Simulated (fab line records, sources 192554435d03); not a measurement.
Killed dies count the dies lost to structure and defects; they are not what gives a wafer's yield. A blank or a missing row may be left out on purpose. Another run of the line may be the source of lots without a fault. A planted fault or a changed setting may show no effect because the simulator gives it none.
2 desks, one fault | flow n5 finfet | each desk has only its own numbers; what lay behind them comes last

## TOOL OWNER'S DESK, rie si-02
The tool's own readings at N5_DUMMY_GATE_ETCH_32 (etches SiO2 in CF4, target depth 3.5 nm, time 3.9 s): means of the sampled wafers that have a number, for each lot that ran on this tool. If a lot's mean is further than 4 standard deviations from the usual mean, the lot is out of limits and carries the mark OUT (the distance appears in the brackets).
Columns: A = drypump motor current A at N5_DUMMY_GATE_ETCH_32, usual 5.7 A; B = oes product au at N5_DUMMY_GATE_ETCH_32, usual 0.994 a.u.; C = throttle valve pct at N5_DUMMY_GATE_ETCH_32, usual 21.87 %
lot  | first seen here | A   | B                | C
L791 | day 3 16:51     | 5.5 | 0.974            | 21.69
L798 | day 5 10:54     | 5.9 | 1.101 (+4.3) OUT | 21.98
L800 | day 5 22:58     | 5.9 | 1.099 (+4.2) OUT | 21.99
Finding of this desk: L798, L800 out of limits; the first was L798 at day 5 10:54, on oes product au at N5_DUMMY_GATE_ETCH_32. L791: within limits.

## THE METROLOGY DESK
What the gauges read for every lot (on any tool): the sampled wafers with a number, averaged. If a lot's mean is further than 4 standard deviations from the usual mean, the lot is out of limits and carries the mark OUT (the distance appears in the brackets).
Columns: A = cd nm at N5_DUMMY_GATE_CD_MEAS_50, usual 14.2 nm; B = cd nm at N5_DUMMY_GATE_CD_MEAS_24, usual 15.2 nm
lot  | first seen here | A    | B
L791 | day 3 16:34     | 14.1 | 14.9
L795 | day 4 17:47     | 14.4 | 15.1
L798 | day 5 10:25     | 14.3 | 15.1
L800 | day 5 22:41     | 14.2 | 15.3
L809 | day 8 06:24     | 13.7 | 14.8
L810 | day 8 10:37     | 14.0 | 15.4
This desk's finding: nothing out of limits on any of the 6 lots.

## ALL TOGETHER
On L798, L800, at day 5 10:54, an alarm was possible from the tool owner's desk.
The metrology desk saw nothing out of limits.
The metrology desk holds a record of L798, L800, inside its limits.
N5_DUMMY_GATE_ETCH_32 was run on rie si-02 by each of the lots named.

## WHAT THE SIMULATOR PUT IN
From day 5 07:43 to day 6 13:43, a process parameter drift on rie si-02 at N5_DUMMY_GATE_ETCH_32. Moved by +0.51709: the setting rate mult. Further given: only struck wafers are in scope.
Lots struck among those shown: L798, L800.
Each desk's first reading out of limits, in hours after the fault started: the tool owner's desk, 3.
